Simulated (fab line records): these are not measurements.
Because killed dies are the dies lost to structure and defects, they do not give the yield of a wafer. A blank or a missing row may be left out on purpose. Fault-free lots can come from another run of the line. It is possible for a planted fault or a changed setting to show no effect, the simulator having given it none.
Problem report, 8D (eight disciplines) form, completed by code | flow nand_harc | the parts of the form that need people (team, actions taken, sign-off) are left out

== 1. WHAT IS WRONG ==
NHARC_A_WL_FILL_ETCHBACK_26, run_length_s: mean 31.3 s over 1 wafer from 1 lot; wafers with no fault: 34.5 s, standard deviation 0.4. Measured from the usual mean, that is -8.0 standard deviations.
The step: etches the open film in HBr, target depth 52 nm, time 13.3 s.
The first sign was on wafer L466.2 at day 27 18:51, on rie_si-05. The record has a number at this step for 38 wafers belonging to 13 lots. The rule behind "out" and "out of limits": a value lying over 4 standard deviations away from the usual mean. All remaining wafers that have a number are taken as sound.

== 2. WHAT IT IS AND WHAT IT IS NOT ==
question                    | is                | is not
which readings at this step | run_length_s      | drypump_motor_current_A, oes_product_au, throttle_valve_pct
which lots                  | L466              | L450, L451, L452, L453, L454, L455, L456, L457, L458, L470, L471, L473
which wafers of those lots  | L466.2            | L466.1
read on which tools         | rie_si-05         | rie_si-01, rie_si-02
when                        | from day 27 18:51 | up to then (28 sound wafers); but 9 sound wafers of L470, L471, L473 came after

== 3. SUSPECTS, AND WHAT RULES EACH OUT ==
Counting: a tool at a process step up to the reading stays a suspect if it ran every lot that is out. Sound lots after the first of them don't rule it out here, since some wafers of a struck lot are sound.
- rie_si-05 at NHARC_A_WL_FILL_ETCHBACK_26 (etches the open film in HBr, target depth 52 nm, time 13.3 s): kept. It processed L466, the lot that is out, at day 27 18:51, and its most recent sound lot before then was L455 at day 23 19:06. Out on those wafers are its own readings of run_length_s.
- Within rie_si-05 at NHARC_A_WL_FILL_ETCHBACK_26, the wafers that are out were processed in chamber 3 and their sound lot-mates in chamber 1.
The count leaves rie_si-05 at NHARC_A_WL_FILL_ETCHBACK_26.

== 4. THE CAUSE (what the simulator had put in) ==
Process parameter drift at NHARC_A_WL_FILL_ETCHBACK_26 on rie_si-05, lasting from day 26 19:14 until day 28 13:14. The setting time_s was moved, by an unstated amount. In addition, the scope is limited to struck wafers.
Only this tool survived the counting.

== 5. THE EFFECT CHAIN, in route order ==
One row per reading whose mean, taken over the struck wafers that have a number, lies over 3 standard deviations from the usual. Only readings for which the record gives a usual standard deviation are gone through. hours: the time from each lot's start at the first step in this table that gives one to its start at this step, as a median over the lots. sigmas: the change in usual standard deviations.
hours | step                        | reading      | usual  | on struck wafers | change | sigmas
0     | NHARC_A_WL_FILL_ETCHBACK_26 | run_length_s | 34.5 s | 31.3             | -3.2   | -8.0
The process steps in it:
- NHARC_A_WL_FILL_ETCHBACK_26: etches the open film in HBr, target depth 52 nm, time 13.3 s.
Readings that are blank on the struck wafers while sound wafers have them: susceptor_temp_C at NHARC_A_CONTACT_DEP_28.
Later steps that measure or inspect, where all struck wafers having a row at the step show a number for every such reading and not one has moved that far: NHARC_END_SORT_01.

== 6. WHAT WOULD HAVE CAUGHT IT SOONER ==
In this record the first reading out of limits was taken at day 27 18:51, 24 hours after the fault began at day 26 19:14.
